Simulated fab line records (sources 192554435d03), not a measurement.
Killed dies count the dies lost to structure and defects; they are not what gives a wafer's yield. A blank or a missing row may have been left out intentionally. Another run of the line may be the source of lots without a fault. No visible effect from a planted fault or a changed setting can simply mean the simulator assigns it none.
Matching of chambers || flow n5_finfet || rie_diel-03 running N5_BEOL_M5_DESCUM_33: 4 sister chambers
The step chemistry O2, time 7 s. 8 wafers are shown with their chamber, then 7 later ones without.

== WAFERS PAIRED WITH THEIR CHAMBERS ==
{"wafer": "L075.6", "chamber": 2, "drypump_motor_current_A (A)": 6.0, "showerhead_plenum_p_Torr (Torr)": 1.98}
{"wafer": "L079.1", "chamber": 1, "drypump_motor_current_A (A)": 6.2, "showerhead_plenum_p_Torr (Torr)": 2.14}
{"wafer": "L079.2", "chamber": 0, "drypump_motor_current_A (A)": 5.7, "showerhead_plenum_p_Torr (Torr)": 2.20}
{"wafer": "L081.1", "chamber": 1, "drypump_motor_current_A (A)": 6.2, "showerhead_plenum_p_Torr (Torr)": 2.14}
{"wafer": "L081.5", "chamber": 0, "drypump_motor_current_A (A)": 5.7, "showerhead_plenum_p_Torr (Torr)": 2.19}
{"wafer": "L081.6", "chamber": 3, "drypump_motor_current_A (A)": 5.8, "showerhead_plenum_p_Torr (Torr)": 1.99}
{"wafer": "L082.1", "chamber": 3, "drypump_motor_current_A (A)": 5.7, "showerhead_plenum_p_Torr (Torr)": 1.99}
{"wafer": "L082.3", "chamber": 2, "drypump_motor_current_A (A)": 6.0, "showerhead_plenum_p_Torr (Torr)": 2.24}

== WAFERS WITH NO CHAMBER GIVEN ==
{"wafer": "L082.5", "drypump_motor_current_A (A)": 6.0, "showerhead_plenum_p_Torr (Torr)": 2.24}
{"wafer": "L086.1", "drypump_motor_current_A (A)": 6.0, "showerhead_plenum_p_Torr (Torr)": 2.24}
{"wafer": "L086.3", "drypump_motor_current_A (A)": 5.7, "showerhead_plenum_p_Torr (Torr)": 1.99}
{"wafer": "L086.5", "drypump_motor_current_A (A)": 6.2, "showerhead_plenum_p_Torr (Torr)": 2.14}
{"wafer": "L096.2", "drypump_motor_current_A (A)": 6.0, "showerhead_plenum_p_Torr (Torr)": 2.23}
{"wafer": "L096.3", "drypump_motor_current_A (A)": 6.3, "showerhead_plenum_p_Torr (Torr)": 2.13}
{"wafer": "L096.6", "drypump_motor_current_A (A)": 5.7, "showerhead_plenum_p_Torr (Torr)": 2.18}

== WHICH CHAMBER EACH ONE RAN IN ==
{"wafer": "L082.5", "from the rows above": 2, "in truth": 2}
{"wafer": "L086.1", "from the rows above": 2, "in truth": 2}
{"wafer": "L086.3", "from the rows above": "can't be placed: 3 or 0", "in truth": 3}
{"wafer": "L086.5", "from the rows above": 1, "in truth": 1}
{"wafer": "L096.2", "from the rows above": 2, "in truth": 2}
{"wafer": "L096.3", "from the rows above": 1, "in truth": 1}
{"wafer": "L096.6", "from the rows above": 0, "in truth": 0}
6 of 7 placed correctly. Not placeable from these rows: 1 (in 1, the candidates include the true chamber). Placed wrongly: 0.
How it was worked out, from the rows above alone: a wafer's distance from a chamber is the root of the sum, over the readings, of the square of ((its reading less the chamber's mean) divided by the reading's scatter). If the next closest chamber is less than 2 further off than the closest, the wafer can't be placed; otherwise it belongs to the closest. The mean given for a chamber averages the wafers shown for that chamber. The scatter: the root of (the sum of the squares of (reading less its chamber's mean) over the shown wafers, divided by (wafers less chambers)).
